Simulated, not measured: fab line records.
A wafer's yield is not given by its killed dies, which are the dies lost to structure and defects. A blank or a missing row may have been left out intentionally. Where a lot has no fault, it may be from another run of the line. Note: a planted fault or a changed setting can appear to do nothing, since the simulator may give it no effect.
The tool behind it: which one? ; flow nandHarc ; 36 wafers from 12 lots sampled at 5 of the route's 1302 steps

== WHAT EACH GAUGE READ, for each wafer ==
NHARC_A_BLC_INSPECT_12. Usual: 91 for rawDefectCount, sd 33.
lot;measured;on;rawDefectCount;flag
L851;day 22 22:25;defectInspect-02;97 105 105;
L854;day 23 16:27;defectInspect-01;50 72 59;
L853;day 23 17:31;defectInspect-02;71 74 79;
L859;day 25 20:37;defectInspect-02;87 82 87;
L860;day 26 16:28;defectInspect-02;129 146 117;
L866;day 28 22:37;defectInspect-01;23 38 20;
L867;day 29 01:38;defectInspect-02;137 150 127;
L868;day 29 08:07;defectInspect-01;149 141 152;
L872;day 31 08:23;defectInspect-02;92 76 81;
L871;day 31 09:26;defectInspect-02;97 87 78;
L873;day 32 06:39;defectInspect-01;84 83 76;
L874;day 32 07:13;defectInspect-01;73 66 68;

NHARC_END_SORT_01. Usual: killedAtArray 65, standard deviation 19; killedAtOther 0.9, standard deviation 1.1; killedAtPeriphery 3.5, standard deviation 2.3; killedDies 69, standard deviation 19; killedOpen 3.2, standard deviation 1.8; killedShort 2.4, standard deviation 1.5.
lot;measured;on;killedAtArray;killedAtOther;killedAtPeriphery;killedDies;killedOpen;killedShort;flag
L859;day 27 15:56;prober-01;672 57 669;0 1 3;5 6 5;677 64 677;2 6 2;1 1 3;OFF
L860;day 28 16:27;prober-02;93 101 673;0 0 0;1 4 4;94 105 677;10 2 3;3 1 2;OFF

== WHICH TOOL RAN EACH LOT (tool, then ch and the chambers of the sampled wafers, then the start) ==
lot;NHARC_A_CONTACT_ALD_18;NHARC_A_BLC_ETCH_17;NHARC_A_BLC_PVD_32
L851;aldMetal-02 ch 0,1,3, day 22 20:16;rieDiel-08 ch 2,3, day 22 22:41;pvdSputter-02, no start
L854;aldMetal-03 ch 0,1,2, day 23 14:25;rieDiel-01 ch 1,2,3, day 23 16:44;pvdSputter-03, no start
L853;aldMetal-04 ch 2,3, day 23 15:23;rieDiel-12 ch 0,1,2, day 23 17:58;pvdSputter-03, no start
L859;aldMetal-02 ch 1,3, day 25 18:29;rieDiel-01 ch 0,2, day 25 20:53;pvdSputter-03, day 27 15:56 or earlier
L860;aldMetal-04 ch 0,1,2, day 26 14:23;rieDiel-01 ch 0,3, day 26 16:42;pvdSputter-03, day 28 16:27 or earlier
L866;aldMetal-02 ch 0,1, day 28 20:31;rieDiel-08 ch 0,2,3, day 28 22:58;pvdSputter-01, no start
L867;aldMetal-04 ch 0,1,2, day 28 23:32;rieDiel-08 ch 0,1,3, day 29 01:55;pvdSputter-02, no start
L868;aldMetal-02 ch 1,3, day 29 05:59;rieDiel-01 ch 1,2,3, day 29 08:25;pvdSputter-03, no start
L872;aldMetal-04 ch 1,2,3, day 31 06:16;rieDiel-12 ch 0,1,2, day 31 08:39;pvdSputter-02, no start
L871;aldMetal-03 ch 0,3, day 31 07:26;rieDiel-01 ch 1,2,3, day 31 09:43;pvdSputter-03, no start
L873;aldMetal-02 ch 1,3, day 32 04:28;rieDiel-08 ch 1,2, day 32 06:53;pvdSputter-03, no start
L874;aldMetal-04 ch 1,2,3, day 32 05:05;rieDiel-01 ch 1,2,3, day 32 07:27;pvdSputter-02, no start
- NHARC_A_CONTACT_ALD_18: deposits TiN, target thk 3 nm, pulse time 1 s, ald cycles 150.
- NHARC_A_BLC_ETCH_17: etches the open film in N2/H2, target depth 390 nm, time 609.38 s.
- NHARC_A_BLC_PVD_32: deposits Ti, target thk 5 nm, time 17.7 s.

== WHAT THE TOOLS THEMSELVES READ (means of the sampled wafers that have a number; where no wafer has one, the mark that the record gives instead) ==
NHARC_A_CONTACT_ALD_18. Usual: heaterPowerW 1047 W, standard deviation 92; precursorPulseHeightRel 1.001, standard deviation 0.02.
lot;tool;heaterPowerW (W);precursorPulseHeightRel;flag
L851;aldMetal-02;1095;0.989;
L854;aldMetal-03;1087;0.983;
L853;aldMetal-04;1101;0.981;
L859;aldMetal-02;1109;1.005;
L860;aldMetal-04;924;0.990;
L866;aldMetal-02;1098;0.994;
L867;aldMetal-04;946;1.000;
L868;aldMetal-02;1072;1.017;
L872;aldMetal-04;1017;1.003;
L871;aldMetal-03;1063;1.004;
L873;aldMetal-02;1102;1.006;
L874;aldMetal-04;1012;0.989;

NHARC_A_BLC_ETCH_17. Usual: biasW 150.0 W, standard deviation 0.43; chamberPressureMTorr 30.000 mTorr, standard deviation 0.027; drypumpMotorCurrentA 5.6 A, standard deviation 0.35; mfcArSccm 0.011 sccm, standard deviation 0.012; oesProductAu 1.000 a.u., standard deviation 0.009; rfVppV 429.6 V, standard deviation 2.7; runLengthS 630.5 s, standard deviation 0.45; showerheadPlenumPTorr 2.01 Torr, standard deviation 0.094; throttleValvePct 14.171 %, standard deviation 0.0091.
lot;tool;biasW (W);chamberPressureMTorr (mTorr);drypumpMotorCurrentA (A);mfcArSccm (sccm);oesProductAu (a.u.);rfVppV (V);runLengthS (s);showerheadPlenumPTorr (Torr);throttleValvePct (%);flag
L851;rieDiel-08;149.8;30.006;5.6;0.026;1.008;427.9;630.0;1.95;14.178;
L854;rieDiel-01;149.8;30.001;5.4;0.004;0.996;430.5;630.7;2.02;14.172;
L853;rieDiel-12;150.1;30.009;6.0;0.012;1.014;430.6;630.3;2.01;14.177;
L859;rieDiel-01;149.5;29.981;5.7;0.004;1.002;429.1;519.7;1.99;14.162;OFF
L860;rieDiel-01;150.2;30.003;5.8;0.000;0.992;429.9;575.0;2.01;14.161;OFF
L866;rieDiel-08;150.4;30.022;5.4;0.016;0.993;429.9;630.4;2.04;14.175;
L867;rieDiel-08;149.9;29.963;5.7;0.019;0.996;429.2;630.2;1.98;14.175;
L868;rieDiel-01;149.9;30.006;5.5;0.004;0.993;430.5;630.7;2.02;14.166;
L872;rieDiel-12;150.6;29.977;6.0;0.012;1.005;428.9;630.3;1.99;14.169;
L871;rieDiel-01;150.3;30.010;5.5;0.004;1.000;430.4;630.9;2.02;14.170;
L873;rieDiel-08;149.7;30.009;5.9;0.023;1.007;426.9;630.3;1.95;14.168;
L874;rieDiel-01;149.8;30.003;5.5;0.004;1.001;429.7;630.9;2.02;14.168;

NHARC_A_BLC_PVD_32. Usual: 29.7 % for throttleValvePct, sd 0.88.
lot;tool;throttleValvePct (%);flag
L851;pvdSputter-02;29.7;
L854;pvdSputter-03;29.6;
L853;pvdSputter-03;29.4;
L859;pvdSputter-03;28.7;
L860;pvdSputter-03;29.0;
L866;pvdSputter-01;30.2;
L867;pvdSputter-02;30.0;
L868;pvdSputter-03;28.5;
L872;pvdSputter-02;30.0;
L871;pvdSputter-03;28.6;
L873;pvdSputter-03;28.7;
L874;pvdSputter-02;29.8;

== THE ANSWER, worked out from the rows above alone ==
Rule: a lot counts as off when the mean over its wafers that have a number is more than 3 standard deviations away from the usual mean. A lot without any number at a reading at which 4 lots or more have one is off too. The other lots that the step has rows for count as sound. Order of review: gauges by route order, followed by the tools' own readings, for which a lot's mean as printed above is used. At the first step where some lot is off, the reading lying furthest off is the one used; lots without a number count as furthest.
Off, at NHARC_END_SORT_01 on killedDies: L859, L860. Neither off nor sound, because the step has no rows for them: L851, L854, L853, L866, L867, L868, L872, L871, L873, L874.
A tool fits if, at a process step before that reading, it ran every lot that is off, and no sound lot after the first of them. Not tried: the gauges at NHARC_END_SORT_01; whatever is off there is also off at NHARC_A_BLC_ETCH_17, on other tools, and gauge error can't account for it. NHARC_A_BLC_PVD_32 gives no start for some lots, so the hours and the order of its lots are those of NHARC_END_SORT_01. This does not decide it: 2 tools fit, namely rieDiel-01 at NHARC_A_BLC_ETCH_17 and pvdSputter-03 at NHARC_A_BLC_PVD_32.

== WHAT WAS PUT IN BY THE SIMULATOR ==
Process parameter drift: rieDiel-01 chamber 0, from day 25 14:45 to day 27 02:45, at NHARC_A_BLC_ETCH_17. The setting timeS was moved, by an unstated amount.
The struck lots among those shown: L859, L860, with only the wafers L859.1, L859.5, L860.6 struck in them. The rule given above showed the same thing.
